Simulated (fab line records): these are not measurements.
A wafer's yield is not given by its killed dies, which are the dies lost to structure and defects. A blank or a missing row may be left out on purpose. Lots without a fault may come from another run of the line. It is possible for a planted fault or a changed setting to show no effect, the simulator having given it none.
fab line records -- flow nand_harc
record: lots: 12, wafers: 36, last_day: 32
route steps=1302 shown A_STAIRCASE@740 END@1302
lots that met no fault: taken from a fault-free run of the same line
start_h: the number of hours between the record's first day and the start of the first shown wafer of the lot -- wait_h: hours from the lot's prior step to this one -- " unchanged from the row above -- L1.1+2: one row covering several wafers at once -- - no value present, or no start provided -- * or withheld: withheld -- < > ~ a bound
route shown NAME@n: a module of which the file shows steps, and the number in the route of the first -- usual: mean and standard deviation over wafers with no fault -- same: alike in all rows -- chamber/n: place in a boat -- sites: per-site readings -- _std_site: standard deviation across them -- _edge_site: outer sites' mean less inner sites' -- radius_mm: how far each site lies from the wafer's centre -- mask NAME#n: copy n -- behind: the tool/chamber that last shaped the wafer -- hold: why the lot was held/for how many hours/how that ended -- device: which transistor (n, p or np) failed to switch -- end of line: tests run on the same wafers once the route is complete -- a step without rows: its recipe alone -- killed: dies that structure and defects cost at the first sort, which is not the same as the wafer's yield -- map: a wafer's dies, marking killed ones x, the rest . and places with no die _
set.NAME: the run value of the setting; set.NAME@STEP: its run value at that earlier step -- model.NAME: the simulator's own value behind a step, which no gauge read
one table for each step of the route and one row for each wafer, over a sample of lots
services: a tool's chamber out of use, with start hour (start_h, from the record's first day; less than 0 if before it), hours out, and reason
== steps ==
step: NHARC_A_STAIRCASE_TRIM_226
recipe: time_s: 211.2, o2_flow_sccm: 500, ar_flow_sccm: 0, bias_w: 0, chemistry: O2
usual: drypump_motor_current_A: 5.7/0.35, oes_product_au: 1.000/0.01, rf_vpp_V: 57.8/0.88, showerhead_plenum_p_Torr: 3.54/0.14, throttle_valve_pct: 17.036/0.009
same: bias_w: 0
lot.wafer,tool,chamber,start_h,wait_h,drypump_motor_current_A,oes_product_au,rf_hours_counter_h,rf_vpp_V,showerhead_plenum_p_Torr,throttle_valve_pct
L619.2,rie_diel-06,1,-,-,5.8,0.997,13,59.0,3.74,17.052
L619.1,rie_diel-06,2,-,-,5.3,0.995,15,57.3,3.80,17.031
L619.4,rie_diel-06,1,-,-,5.8,0.989,-,58.4,3.74,17.044
L621.2,rie_diel-01,0,-,-,5.4,0.997,52,57.6,3.42,17.033
L621.1,rie_diel-01,2,-,-,6.0,1.000,59,58.8,3.52,17.039
L621.4,rie_diel-01,3,-,-,6.2,1.007,59,58.5,3.37,17.048
L622.4,rie_diel-07,3,-,-,5.7,1.000,31,55.8,3.47,17.030
L622.1,rie_diel-07,0,-,-,5.0,1.010,29,59.2,3.38,17.045
L622.2,rie_diel-07,1,-,-,5.3,1.013,28,56.4,3.76,17.040
L623.2,rie_diel-01,2,-,-,6.0,1.010,2,58.5,3.52,17.031
L623.4,rie_diel-01,1,-,-,5.6,1.004,-,59.3,3.58,17.037
L623.5,rie_diel-01,3,-,-,6.2,1.010,-,56.9,3.36,17.036
L626.4,rie_diel-07,0,-,-,5.0,1.010,44,57.7,3.38,17.035
L626.6,rie_diel-07,2,-,-,5.5,0.989,-,57.8,3.45,17.039
L626.5,rie_diel-07,3,-,-,5.8,0.991,-,58.2,3.46,17.036
L628.3,rie_diel-07,1,-,-,5.3,1.006,46,56.9,3.75,17.035
L628.2,rie_diel-07,0,-,-,5.0,1.017,51,57.0,3.37,17.040
L628.5,rie_diel-07,1,-,-,5.3,1.001,-,57.3,3.75,17.047
L632.4,rie_diel-01,3,-,-,6.2,1.008,31,57.8,3.35,17.046
L632.6,rie_diel-01,2,-,-,6.0,1.006,-,57.4,3.51,17.036
L632.5,rie_diel-01,3,-,-,6.2,1.003,-,56.6,3.35,17.044
L631.4,rie_diel-01,1,-,-,5.6,0.998,31,57.9,3.56,17.038
L631.1,rie_diel-01,2,-,-,6.0,1.004,34,57.4,3.51,17.040
L631.3,rie_diel-01,0,-,-,5.3,1.013,28,57.8,3.40,17.029
L633.4,rie_diel-01,0,-,-,5.3,1.019,34,58.3,3.40,17.032
L633.2,rie_diel-01,1,-,-,5.6,0.992,37,59.5,3.56,17.054
L633.5,rie_diel-01,3,-,-,6.3,1.003,-,56.8,3.35,17.045
L639.4,rie_diel-06,1,-,-,5.8,0.998,12,57.9,3.71,17.036
L639.3,rie_diel-06,2,-,-,5.3,0.990,16,59.5,3.76,17.051
L639.1,rie_diel-06,3,-,-,5.8,1.013,17,59.3,3.74,17.024
L641.2,rie_diel-06,2,-,-,5.3,0.995,23,58.5,3.75,17.034
L641.4,rie_diel-06,3,-,-,5.8,1.001,25,58.9,3.73,17.024
L641.6,rie_diel-06,1,-,-,5.8,1.011,-,59.3,3.70,17.037
L640.2,rie_diel-01,0,-,-,5.3,0.995,1,56.8,3.39,17.025
L640.4,rie_diel-01,1,-,-,5.7,0.968,1,57.5,3.54,17.043
L640.5,rie_diel-01,0,-,-,5.4,0.998,-,58.5,3.39,17.025
step: NHARC_A_STAIRCASE_TRIM_233
recipe: time_s: 211.2, o2_flow_sccm: 500, ar_flow_sccm: 0, bias_w: 0, chemistry: O2
usual: drypump_motor_current_A: 5.7/0.36, oes_product_au: 1.000/0.011, rf_vpp_V: 57.8/0.88, showerhead_plenum_p_Torr: 3.58/0.15, throttle_valve_pct: 17.037/0.0093
same: bias_w: 0
lot.wafer,tool,chamber,start_h,wait_h,drypump_motor_current_A,oes_product_au,rf_hours_counter_h,rf_vpp_V,showerhead_plenum_p_Torr,throttle_valve_pct
L619.2,rie_diel-07,3,-,-,5.8,0.997,24,57.7,3.47,17.023
L619.1,rie_diel-07,1,-,-,5.3,0.994,22,58.7,3.76,17.046
L619.4,rie_diel-07,2,-,-,5.5,0.992,24,57.6,3.46,17.041
L621.4,rie_diel-01,0,-,-,5.4,0.999,52,57.7,3.42,17.037
L621.2,rie_diel-01,1,-,-,5.7,0.994,54,57.7,3.58,17.024
L621.1,rie_diel-01,2,-,-,6.0,1.006,59,59.2,3.52,17.037
L622.2,rie_diel-07,0,-,-,5.0,1.017,30,58.4,3.38,17.042
L622.4,rie_diel-07,1,-,-,5.3,1.009,28,57.4,3.76,17.026
L622.1,rie_diel-07,2,-,-,5.5,0.998,26,57.8,3.46,17.049
L623.2,rie_diel-07,0,-,-,5.0,1.011,38,58.3,3.38,17.051
L623.4,rie_diel-07,2,-,-,5.5,1.009,-,57.4,3.45,17.033
L623.5,rie_diel-07,0,-,-,5.0,1.007,-,57.3,3.38,17.030
L626.4,rie_diel-06,3,-,-,5.9,1.004,46,58.1,3.76,17.034
L626.5,rie_diel-06,3,-,-,5.9,0.994,-,58.5,3.76,17.033
L626.6,rie_diel-06,0,-,-,6.2,1.017,-,58.3,3.66,17.031
L628.3,rie_diel-06,0,-,-,6.3,1.015,31,56.9,3.66,17.039
L628.2,rie_diel-06,1,-,-,5.7,0.979,48,56.9,3.72,17.024
L628.5,rie_diel-06,0,-,-,6.2,1.010,-,59.3,3.66,17.043
L632.4,rie_diel-01,0,-,-,5.4,1.012,27,56.8,3.40,17.040
L632.5,rie_diel-01,1,-,-,5.6,0.997,-,57.0,3.56,17.033
L632.6,rie_diel-01,2,-,-,6.0,1.005,-,57.9,3.51,17.038
L631.3,rie_diel-06,2,-,-,5.3,1.002,62,57.9,3.77,17.027
L631.1,rie_diel-06,0,-,-,6.3,1.019,40,58.8,3.66,17.040
L631.4,rie_diel-06,1,-,-,5.8,0.988,57,58.1,3.72,17.046
L633.2,rie_diel-01,3,-,-,6.3,0.993,39,57.2,3.35,17.016
L633.4,rie_diel-01,0,-,-,5.4,1.000,34,56.9,3.40,17.040
L633.5,rie_diel-01,1,-,-,5.6,0.989,-,57.1,3.56,17.017
L639.4,rie_diel-06,1,-,-,5.8,1.003,12,58.1,3.71,17.051
L639.3,rie_diel-06,2,-,-,5.3,0.996,16,57.5,3.76,17.038
L639.1,rie_diel-06,3,-,-,5.9,1.008,18,58.2,3.74,17.037
L641.2,rie_diel-01,2,-,-,6.0,0.986,1,56.2,3.48,17.032
L641.4,rie_diel-01,3,-,-,6.2,0.984,0,56.9,3.33,17.046
L641.6,rie_diel-01,1,-,-,5.7,0.979,-,56.7,3.54,17.045
L640.2,rie_diel-06,3,-,-,5.8,0.996,25,57.4,3.73,17.040
L640.4,rie_diel-06,0,-,-,6.2,1.003,22,58.3,3.64,17.038
L640.5,rie_diel-06,0,-,-,6.3,1.008,-,56.6,3.64,17.037
step: NHARC_A_STAIRCASE_DEP_259
recipe: target_thk_a: 300, target_thk_nm: 30, temp_c: 400, pressure_torr: 3.5, flow_sccm: 200, rf_w: 350, material: SiON
usual: chamber_pressure_Torr: 3.500/0.0091, heater_power_outer_w: 454/49, heater_power_w: 746/70
lot.wafer,tool,chamber,start_h,wait_h,chamber_pressure_Torr,heater_power_outer_w,heater_power_w
L619.2,pecvd-04,0,366.79,1.3,3.498,456,736
L619.1,pecvd-04,1,366.79,1.3,3.482,432,721
L619.4,pecvd-04,1,366.79,1.3,3.497,436,731
L621.2,pecvd-04,1,384.56,1.2,3.489,494,764
L621.1,pecvd-04,0,384.56,1.2,3.493,423,672
L621.4,pecvd-04,0,384.56,1.2,3.496,424,673
L622.2,pecvd-02,1,390.22,1.3,3.493,375,614
L622.1,pecvd-02,2,390.22,1.3,3.522,436,747
L622.4,pecvd-02,0,390.22,1.3,3.493,531,878
L623.2,pecvd-04,0,406.36,1.3,3.498,468,722
L623.5,pecvd-04,1,406.36,1.3,3.502,454,733
L623.4,pecvd-04,2,406.36,1.3,3.498,485,771
L626.4,pecvd-02,1,441.47,1.0,3.501,406,676
L626.5,pecvd-02,2,441.47,1.0,3.486,513,846
L626.6,pecvd-02,0,441.47,1.0,3.497,530,880
L628.2,pecvd-02,1,452.50,1.3,3.499,404,668
L628.3,pecvd-02,0,452.50,1.3,3.498,539,870
L628.5,pecvd-02,0,452.50,1.3,3.501,522,878
L632.6,pecvd-04,1,477.90,0.1,-,-,-
L632.5,pecvd-04,2,477.90,0.1,-,-,-
L632.4,pecvd-04,0,477.90,0.1,-,-,-
L631.1,pecvd-03,2,490.81,1.6,-,-,-
L631.3,pecvd-03,1,490.81,1.6,-,-,-
L631.4,pecvd-03,1,490.81,1.6,-,-,-
L633.2,pecvd-03,0,503.36,1.3,3.497,396,690
L633.5,pecvd-03,0,503.36,1.3,3.490,389,699
L633.4,pecvd-03,1,503.36,1.3,3.513,447,771
L639.1,pecvd-04,0,554.54,1.6,3.500,487,757
L639.3,pecvd-04,1,554.54,1.6,3.506,401,667
L639.4,pecvd-04,1,554.54,1.6,3.490,404,668
L641.2,pecvd-04,0,580.82,1.3,3.490,458,723
L641.6,pecvd-04,2,580.82,1.3,3.509,477,777
L641.4,pecvd-04,0,580.82,1.3,3.490,468,714
L640.2,pecvd-02,2,583.41,1.2,3.489,498,817
L640.5,pecvd-02,2,583.41,1.2,3.477,486,805
L640.4,pecvd-02,1,583.41,1.2,3.501,375,633
step: NHARC_A_STAIRCASE_DESCUM_270
recipe: time_s: 3, o2_flow_sccm: 200, ar_flow_sccm: 0, bias_power_w: 0, chemistry: O2
usual: drypump_motor_current_A: 5.6/0.34, oes_product_au: 1.000/0.0099, rf_vpp_V: 57.9/0.94, showerhead_plenum_p_Torr: 1.95/0.089, throttle_valve_pct: 11.310/0.0092
same: bias_power_w: 0
lot.wafer,tool,chamber,start_h,wait_h,drypump_motor_current_A,oes_product_au,rf_hours_counter_h,rf_vpp_V,showerhead_plenum_p_Torr,throttle_valve_pct
L619.4,rie_diel-06,2,367.76,-,5.3,0.992,20,56.7,2.07,11.312
L619.1,rie_diel-06,3,367.76,-,5.8,0.999,20,59.0,2.06,11.323
L619.2,rie_diel-06,0,367.76,-,6.2,1.021,2,58.1,2.00,11.342
L621.4,rie_diel-07,3,385.54,-,5.8,0.988,31,58.3,1.88,11.317
L621.1,rie_diel-07,0,385.54,-,5.0,1.009,30,57.8,1.83,11.301
L621.2,rie_diel-07,1,385.54,-,5.3,1.000,29,58.8,2.05,11.300
L622.4,rie_diel-07,2,391.62,-,5.5,0.991,29,56.4,1.87,11.303
L622.2,rie_diel-07,3,391.62,-,5.8,0.990,36,57.8,1.88,11.302
L622.1,rie_diel-07,0,391.62,-,5.0,1.010,35,59.3,1.83,11.309
L623.2,rie_diel-01,0,407.16,-,5.3,1.011,3,58.2,1.85,11.318
L623.4,rie_diel-01,1,407.16,-,5.6,1.008,5,57.4,1.94,11.331
L623.5,rie_diel-01,0,407.16,-,5.4,1.009,-,55.7,1.85,11.307
L626.4,rie_diel-06,0,442.38,-,6.2,1.016,29,57.7,1.99,11.308
L626.5,rie_diel-06,2,442.38,-,5.3,0.999,-,58.6,2.06,11.303
L626.6,rie_diel-06,3,442.38,-,5.8,1.002,-,57.9,2.05,11.316
L628.3,rie_diel-07,1,453.51,-,5.3,0.990,47,56.1,2.04,11.310
L628.2,rie_diel-07,3,453.51,-,5.8,1.001,53,57.7,1.87,11.305
L628.5,rie_diel-07,2,453.51,-,5.4,0.987,-,57.2,1.87,11.312
L632.4,rie_diel-01,3,478.81,-,6.2,1.004,34,55.3,1.81,11.302
L632.5,rie_diel-01,1,478.81,-,5.6,1.001,-,58.5,1.93,11.309
L632.6,rie_diel-01,2,478.81,-,6.0,1.005,-,57.2,1.90,11.312
L631.1,rie_diel-06,1,491.78,-,5.8,0.988,62,58.4,2.02,11.303
L631.4,rie_diel-06,3,491.78,-,5.9,0.994,67,58.4,2.04,11.296
L631.3,rie_diel-06,0,491.78,-,6.2,1.015,44,57.2,1.99,11.308
L633.4,rie_diel-07,1,504.34,-,5.3,1.014,5,58.3,2.04,11.300
L633.2,rie_diel-07,3,504.34,-,5.8,0.993,4,56.6,1.87,11.336
L633.5,rie_diel-07,2,504.34,-,5.5,1.005,-,57.9,1.86,11.311
L639.1,rie_diel-06,1,555.52,-,5.8,1.001,13,58.4,2.02,11.310
L639.4,rie_diel-06,2,555.52,-,5.3,0.979,17,58.3,2.05,11.329
L639.3,rie_diel-06,3,555.52,-,5.9,0.992,19,57.7,2.03,11.306
L641.4,rie_diel-07,2,581.76,-,5.5,0.999,23,58.6,1.86,11.306
L641.2,rie_diel-07,3,581.76,-,5.9,0.990,33,57.9,1.86,11.299
L641.6,rie_diel-07,0,581.76,-,5.0,1.015,-,57.6,1.81,11.317
L640.4,rie_diel-07,2,584.39,-,5.4,0.997,23,56.4,1.86,11.328
L640.2,rie_diel-07,0,584.39,-,5.0,1.007,31,57.6,1.81,11.317
L640.5,rie_diel-07,3,584.39,-,5.9,0.990,-,56.8,1.86,11.308
step: NHARC_END_SORT_01
recipe: temp_c: 25
usual: killed_at_array: 55/15, killed_at_other: 1.0/1.2, killed_at_periphery: 3.4/2.2, killed_dies: 59/15, killed_open: 3.2/2, killed_short: 2.5/1.7
same: gross_dies: 677
lot.wafer,tool,chamber,start_h,wait_h,killed_at_array,killed_at_other,killed_at_periphery,killed_dies,killed_open,killed_short
L632.4,prober-02,0,691.02,3.4,671,1,5,677,5,3
L632.5,prober-02,0,691.82,3.7,676,0,1,677,1,2
L632.6,prober-02,0,692.62,4.0,673,2,2,677,1,3
L631.1,prober-01,0,696.22,2.5,676,1,0,677,4,0
L631.3,prober-01,0,697.82,3.1,672,0,5,677,4,6
L631.4,prober-01,0,698.62,3.4,674,2,1,677,4,1
killed by level:class
L632.4 A_STAIRCASE:area_dep=596 A_SLIT:chamber_film_flake=32 A_CHANNEL_HOLE_D2:chamber_film_flake=27 A_CHANNEL_HOLE_D1:chamber_film_flake=4 P_M1:geometric_particle:open=2 A_ONON_D2:geometric_particle:short=2 P_GATE:chamber_film_flake=2 A_WL_FILL:chamber_film_flake=2
L632.5 A_STAIRCASE:area_dep=622 A_SLIT:chamber_film_flake=28 A_CHANNEL_HOLE_D1:chamber_film_flake=8 A_CHANNEL_HOLE_D2:chamber_film_flake=6 A_STAIRCASE:chamber_film_flake=5 A_WL_FILL:chamber_film_flake=2 A_SOURCE_PLATE:geometric_particle:short=1 A_ONON_D2:geometric_particle:open=1
L632.6 A_STAIRCASE:area_dep=619 A_SLIT:chamber_film_flake=24 A_CHANNEL_HOLE_D2:chamber_film_flake=10 A_WL_FILL:chamber_film_flake=5 A_CHANNEL_HOLE_D1:chamber_film_flake=4 A_STAIRCASE:chamber_film_flake=3 A_CONTACT:chamber_film_flake=3 THIN_TSV:chamber_film_flake=2
L631.1 A_STAIRCASE:area_dep=622 A_SLIT:chamber_film_flake=31 A_CHANNEL_HOLE_D1:chamber_film_flake=7 A_CHANNEL_FILL_D2:chamber_film_flake=4 A_ONON_D1:geometric_particle:open=2 A_CHANNEL_FILL_D1:chamber_film_flake=2 A_STAIRCASE:chamber_film_flake=2 A_CHANNEL_FILL_D1:geometric_particle:open=1
L631.3 A_STAIRCASE:area_dep=606 A_SLIT:chamber_film_flake=32 A_CHANNEL_HOLE_D1:chamber_film_flake=7 A_CHANNEL_FILL_D2:chamber_film_flake=7 A_STAIRCASE:chamber_film_flake=5 A_ONON_D1:geometric_particle:open=2 A_ONON_D1:geometric_particle:short=2 A_CONTACT:chamber_film_flake=2
L631.4 A_STAIRCASE:area_dep=614 A_SLIT:chamber_film_flake=33 A_CONTACT:chamber_film_flake=10 A_CHANNEL_HOLE_D1:chamber_film_flake=8 A_STAIRCASE:chamber_film_flake=4 A_CHANNEL_FILL_D1:geometric_particle:open=2 THIN_TSV:chamber_film_flake=2 A_ONON_D1:geometric_particle:open=1
== services ==
tool,chamber,start_h,hours,kind
rie_diel-01,0,349.82,14.4,repair
rie_diel-06,1,352.26,5.6,repair
rie_diel-06,-,361.47,1.0,repair
rie_diel-07,2,364.79,12.7,repair
pecvd-03,-,366.38,13.0,pm
pecvd-02,-,367.09,1.2,repair
rie_diel-01,-,383.18,9.0,pm
rie_diel-01,0,397.08,3.2,repair
pecvd-02,-,402.16,1.7,repair
pecvd-02,-,408.45,13.0,pm
pecvd-03,1,409.13,3.6,repair
rie_diel-07,2,418.06,6.2,repair
pecvd-03,0,430.60,7.0,repair
pecvd-04,0,436.52,10.4,repair
pecvd-04,-,450.00,13.0,pm
rie_diel-07,1,455.72,4.9,repair
rie_diel-07,-,473.83,9.0,pm
pecvd-04,-,484.27,0.7,repair
pecvd-02,0,485.00,10.6,repair
rie_diel-06,-,493.45,9.0,pm
pecvd-04,2,519.92,5.1,repair
rie_diel-07,0,521.78,16.0,repair
rie_diel-07,2,548.44,31.2,repair
rie_diel-01,-,560.43,9.0,pm
== key ==
first_sign: step: NHARC_A_STAIRCASE_DEP_259, reading: tool_record, direction: missing
effect: step: NHARC_END_SORT_01, reading: killed_dies, direction: up, sigmas: 42, usual: 59, struck: 677
more_kills_born_at: NHARC_A_STAIRCASE_DEP_259@pecvd-03: 1842, NHARC_A_STAIRCASE_DEP_259@pecvd-04: 1837
met_at NHARC_A_STAIRCASE_DEP_259
struck_lots L631,L632
later_rows_left_out L631.1,L631.3,L631.4,L632.4,L632.5,L632.6
tester_left_out L631,L632
not_acting_at NHARC_A_STAIRCASE_TRIM_226,NHARC_A_STAIRCASE_TRIM_233,NHARC_A_STAIRCASE_DESCUM_270
onset_between 406.36 477.90
fault: kind: skipped_step_whole, tool: pecvd-03,pecvd-04, chamber: -, onset_h: 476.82, steps: NHARC_A_STAIRCASE_DEP_259, scope: struck_lots_only
tester_left_out: of these lots the tester's yield and bins aren't shown, on N5 and GAA mostly nor the transistor test; their killed dies are dies lost to structure and defects alone, not to doping, threshold or leakage, so they don't give the yield
later_rows_left_out: the simulator's readings of these wafers behind a module that went badly wrong aren't trusted and aren't shown, but for the sort
